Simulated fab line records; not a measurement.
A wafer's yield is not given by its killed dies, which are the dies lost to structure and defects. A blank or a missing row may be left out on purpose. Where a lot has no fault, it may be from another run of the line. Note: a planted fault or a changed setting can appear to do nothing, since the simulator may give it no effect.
One fault through the eyes of 2 desks + flow n5_finfet + each desk holds nothing but its own numbers, with what lay behind them at the end

== THE METROLOGY DESK ==
What the gauges read for every lot (on any tool): the sampled wafers with a number, averaged. Any lot whose mean is over 4 standard deviations away from the usual mean is out of limits and marked OUT; that distance is given in the brackets.
Columns: A = TV_OVL at N5_PASSIVATION_OVL_MEAS_60, usual -4 nm
| lot  | first seen here | A  |
|------|-----------------|----|
| L722 | day 14 16:26    | -3 |
| L721 | day 14 18:19    | -6 |
| L723 | day 15 06:47    | -5 |
| L732 | day 17 06:16    | -8 |
| L731 | day 18 04:16    | -4 |
| L734 | day 18 16:58    | -1 |
| L738 | day 18 21:10    | 4  |
| L740 | day 19 11:13    | -7 |
| L744 | day 20 13:23    | -6 |
| L743 | day 20 14:24    | -7 |
Result from this desk: across the 10 lots, nothing is out of limits.

== THE TOOL OWNER'S DESK: cmp-03 ==
The tool's own readings at N5_MOL_CONTACT_COAG_CMP_23 (polishes, stops on SiO2, t overpolish 1.5 s, target thk 0 nm): means of the sampled wafers that have a number, for each lot that ran on this tool. Any lot whose mean is over 4 standard deviations away from the usual mean is out of limits and marked OUT; that distance is given in the brackets.
Columns: A = motor_current_A at N5_MOL_CONTACT_COAG_CMP_23, usual 7.9 A; B = overpolish_run_s at N5_MOL_CONTACT_COAG_CMP_23, usual 1.501 s; C = time_to_endpoint_s at N5_MOL_CONTACT_COAG_CMP_23, usual 10.4 s
| lot  | first seen here | A   | B     | C    |
|------|-----------------|-----|-------|------|
| L722 | day 5 01:56     | 7.9 | 1.498 | 11.9 |
| L731 | day 7 10:02     | 7.3 | 1.506 | 11.5 |
| L732 | day 7 14:36     | 7.6 | 1.499 | 10.1 |
Result from this desk: across the 3 lots, nothing is out of limits.

== ALL TOGETHER ==
Nothing out of limits was seen by the metrology desk.
Nothing out of limits was seen by the tool owner's desk.

== WHAT WAS PUT IN BY THE SIMULATOR ==
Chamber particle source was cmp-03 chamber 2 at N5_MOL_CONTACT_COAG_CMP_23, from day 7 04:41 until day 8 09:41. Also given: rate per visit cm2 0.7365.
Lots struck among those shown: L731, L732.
